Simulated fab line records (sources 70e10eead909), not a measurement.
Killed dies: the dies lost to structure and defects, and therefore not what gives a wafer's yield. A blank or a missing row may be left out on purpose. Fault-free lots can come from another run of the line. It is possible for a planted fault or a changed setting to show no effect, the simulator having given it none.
8D (eight disciplines) problem report, filled in by code || flow nandHarc || the parts of the form that need people (team, actions taken, sign-off) are left out

1. PROBLEM STATEMENT
At NHARC_A_CONTACT_INSPECT_23, rawDefectCount averages 2108 over 6 wafers from 2 lots, while fault-free wafers read 515, standard deviation 120. Relative to the usual mean, that is a shift of +13 standard deviations.
The first sign was on wafer L627.1 at day 30 23:58, on defectInspect-01. Wafers with a number at this step in the record: 33, from 11 lots. By rule, "out" or "out of limits" means more than 4 standard deviations away from the usual mean. The rest of the wafers with a number are treated as sound.

2. WHAT IT IS AND WHAT IT IS NOT
{"question": "which readings at this step", "is": "rawDefectCount", "is not": "-"}
{"question": "which lots", "is": "L627, L629", "is not": "L609, L610, L611, L614, L615, L617, L618, L619, L620"}
{"question": "which wafers of those lots", "is": "all that have a number", "is not": "-"}
{"question": "read on which gauges", "is": "defectInspect-01", "is not": "defectInspect-02"}
{"question": "when", "is": "from day 30 23:58", "is not": "up to then (27 sound wafers)"}

3. THE SUSPECTS, EACH WITH WHAT RULES IT OUT
Counting: a tool stays on the suspect list if, at a process step up to the reading, it processed all lots that are out and no sound lot following the first of them.
- the gauge at NHARC_A_CONTACT_INSPECT_23 is ruled out. All the wafers that are out were read on defectInspect-01, but those of them that NHARC_A_CONTACT_CMP_20 has rows for are out there too, on other tools.
- cvdW-02 at NHARC_A_CONTACT_CVD_19 (deposits W, target thk 300 nm, time 802 s): kept. It ran every lot that is out, first L627 (day 30 23:34), and no sound lot after that; its last sound lot up to then is L620 (day 28 01:02). NHARC_A_CONTACT_CVD_19: start missing for some lots; hours and lot order therefore follow NHARC_A_CONTACT_CMP_20.
- cmp-03 at NHARC_A_CONTACT_CMP_20 (polishes, t overpolish 30 s, target thk 300 nm): kept. It ran every lot that is out, first L627 (day 30 23:34), and no sound lot after that; its last sound lot up to then is L614 (day 25 13:34). Out on those wafers are its own readings of overpolishRunS, timeToEndpointS.
The count leaves cmp-03 at NHARC_A_CONTACT_CMP_20 and cvdW-02 at NHARC_A_CONTACT_CVD_19.

4. THE CAUSE (what the simulator had put in)
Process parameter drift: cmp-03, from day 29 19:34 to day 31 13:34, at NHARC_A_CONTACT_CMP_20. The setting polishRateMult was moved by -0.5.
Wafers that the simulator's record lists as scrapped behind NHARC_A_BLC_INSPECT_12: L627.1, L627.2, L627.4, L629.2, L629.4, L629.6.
Counting left 2 suspects, and this tool is among them.

5. SEQUENCE OF EFFECTS, ordered by route
Each row: a reading where the mean over the struck wafers with a number is more than 3 standard deviations away from the usual. Readings are gone through only where the record gives a usual standard deviation; hours: the median, over the lots, of the time from a lot's start at the first step in this table giving one to that lot's start at this step; sigmas: the change measured in usual standard deviations.
{"hours": 0, "step": "NHARC_A_CONTACT_CMP_20", "reading": "overpolishRunS", "usual": "29.999 s", "on struck wafers": 0.036, "change": -29.963, "sigmas": "-99 or more"}
{"hours": 0, "step": "NHARC_A_CONTACT_CMP_20", "reading": "timeToEndpointS", "usual": "60 s", "on struck wafers": 116, "change": "+56", "sigmas": "+19"}
{"hours": 0, "step": "NHARC_A_CONTACT_INSPECT_23", "reading": "rawDefectCount", "usual": 515, "on struck wafers": 2108, "change": "+1593", "sigmas": "+13"}
{"hours": 5, "step": "NHARC_A_BLC_INSPECT_12", "reading": "rawDefectCount", "usual": 84, "on struck wafers": 4112, "change": "+4028", "sigmas": "+98"}
Its process steps:
- NHARC_A_CONTACT_CMP_20: polishes, t overpolish 30 s, target thk 300 nm.

6. WHAT WOULD HAVE CAUGHT IT SOONER
Counted from the fault's start at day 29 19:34, it took 28 hours until the first out-of-limits reading at a measuring or inspecting step in this record, taken at day 30 23:58.
The tool's own readings at NHARC_A_CONTACT_CMP_20 were out on every struck wafer that the step has a row for (overpolishRunS, timeToEndpointS): an alarm limit on them would have fired on the first of those.
Of the lots that are out (2), L629 began NHARC_A_CONTACT_CMP_20 on cmp-03 after day 30 23:58. It would have been spared by a hold on the tool at that moment.
